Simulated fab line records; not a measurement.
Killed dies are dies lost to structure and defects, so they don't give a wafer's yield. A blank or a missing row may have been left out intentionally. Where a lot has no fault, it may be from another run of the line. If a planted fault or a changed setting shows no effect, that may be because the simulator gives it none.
Matching of chambers / flow nand-harc / NHARC_A_CHANNEL_FILL_D1_ETCHBACK_20 on rie-diel-07 has 4 sister chambers
The step etches the open film in C4F8/O2/Ar, target depth 27 nm, time 13.5 s. 18 wafers are shown with their chamber, then 9 later ones without.

EACH WAFER AND ITS CHAMBER
wafer=L688.2; chamber=0; rf-vpp-V (V)=987; oes-product-au (a.u.)=1.01; bias-w (W)=1495
wafer=L688.5; chamber=0; rf-vpp-V (V)=987; oes-product-au (a.u.)=1.02; bias-w (W)=1503
wafer=L688.6; chamber=1; rf-vpp-V (V)=972; oes-product-au (a.u.)=1.02; bias-w (W)=1501
wafer=L693.2; chamber=2; rf-vpp-V (V)=977; oes-product-au (a.u.)=0.92; bias-w (W)=1492
wafer=L693.5; chamber=2; rf-vpp-V (V)=976; oes-product-au (a.u.)=0.93; bias-w (W)=1492
wafer=L693.6; chamber=1; rf-vpp-V (V)=972; oes-product-au (a.u.)=0.95; bias-w (W)=1507
wafer=L695.2; chamber=3; rf-vpp-V (V)=970; oes-product-au (a.u.)=0.94; bias-w (W)=1494
wafer=L695.3; chamber=2; rf-vpp-V (V)=977; oes-product-au (a.u.)=0.93; bias-w (W)=1505
wafer=L695.5; chamber=1; rf-vpp-V (V)=973; oes-product-au (a.u.)=0.94; bias-w (W)=1500
wafer=L697.1; chamber=0; rf-vpp-V (V)=987; oes-product-au (a.u.)=1.01; bias-w (W)=1493
wafer=L697.5; chamber=3; rf-vpp-V (V)=971; oes-product-au (a.u.)=1.01; bias-w (W)=1499
wafer=L697.6; chamber=0; rf-vpp-V (V)=987; oes-product-au (a.u.)=1.01; bias-w (W)=1493
wafer=L702.1; chamber=0; rf-vpp-V (V)=987; oes-product-au (a.u.)=1.00; bias-w (W)=1502
wafer=L702.2; chamber=1; rf-vpp-V (V)=972; oes-product-au (a.u.)=1.01; bias-w (W)=1495
wafer=L702.5; chamber=2; rf-vpp-V (V)=977; oes-product-au (a.u.)=1.00; bias-w (W)=1500
wafer=L705.1; chamber=1; rf-vpp-V (V)=973; oes-product-au (a.u.)=1.00; bias-w (W)=1504
wafer=L705.4; chamber=0; rf-vpp-V (V)=986; oes-product-au (a.u.)=1.00; bias-w (W)=1496
wafer=L705.5; chamber=2; rf-vpp-V (V)=976; oes-product-au (a.u.)=0.99; bias-w (W)=1498

SIGNATURES (means of the wafers above)
reading=rf-vpp-V; chamber 0=986.83; chamber 1=972.40; chamber 2=976.60; chamber 3=970.50; scatter within a chamber=0.516
reading=oes-product-au; chamber 0=1.0083; chamber 1=0.9840; chamber 2=0.9540; chamber 3=0.9750; scatter within a chamber=0.0314
reading=bias-w; chamber 0=1497.00; chamber 1=1501.40; chamber 2=1497.40; chamber 3=1496.50; scatter within a chamber=4.74
Rule: a wafer lies at a distance from a chamber equal to the root of the sum of squares, over the readings, of (its reading less the chamber's mean, divided by the reading's scatter). If the next closest chamber is less than 2 further off than the closest, the wafer can't be placed; otherwise it belongs to the closest. The scatter: take each reading less its chamber's mean, square it, sum over the shown wafers, divide by the number of wafers less the number of chambers, and take the root.

WAFERS MISSING THEIR CHAMBER
wafer=L709.2; rf-vpp-V (V)=970; oes-product-au (a.u.)=0.92; bias-w (W)=1503
wafer=L709.3; rf-vpp-V (V)=977; oes-product-au (a.u.)=0.92; bias-w (W)=1504
wafer=L709.6; rf-vpp-V (V)=977; oes-product-au (a.u.)=0.92; bias-w (W)=1503
wafer=L710.3; rf-vpp-V (V)=974; oes-product-au (a.u.)=1.00; bias-w (W)=1501
wafer=L710.4; rf-vpp-V (V)=971; oes-product-au (a.u.)=0.99; bias-w (W)=1507
wafer=L710.5; rf-vpp-V (V)=969; oes-product-au (a.u.)=1.00; bias-w (W)=1506
wafer=L711.3; rf-vpp-V (V)=970; oes-product-au (a.u.)=1.00; bias-w (W)=1503
wafer=L711.4; rf-vpp-V (V)=986; oes-product-au (a.u.)=0.95; bias-w (W)=1497
wafer=L711.6; rf-vpp-V (V)=970; oes-product-au (a.u.)=1.00; bias-w (W)=1504

WHICH CHAMBER EACH ONE RAN IN
wafer=L709.2; from the rows above=3; in truth=3
wafer=L709.3; from the rows above=2; in truth=2
wafer=L709.6; from the rows above=2; in truth=2
wafer=L710.3; from the rows above=1; in truth=1
wafer=L710.4; from the rows above=can't be placed: 3 or 1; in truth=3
wafer=L710.5; from the rows above=3; in truth=3
wafer=L711.3; from the rows above=3; in truth=3
wafer=L711.4; from the rows above=0; in truth=0
wafer=L711.6; from the rows above=3; in truth=3
Placed correctly: 8 of 9. These rows do not allow placing 1 (true chamber among the candidates in 1). 0 placed wrongly.
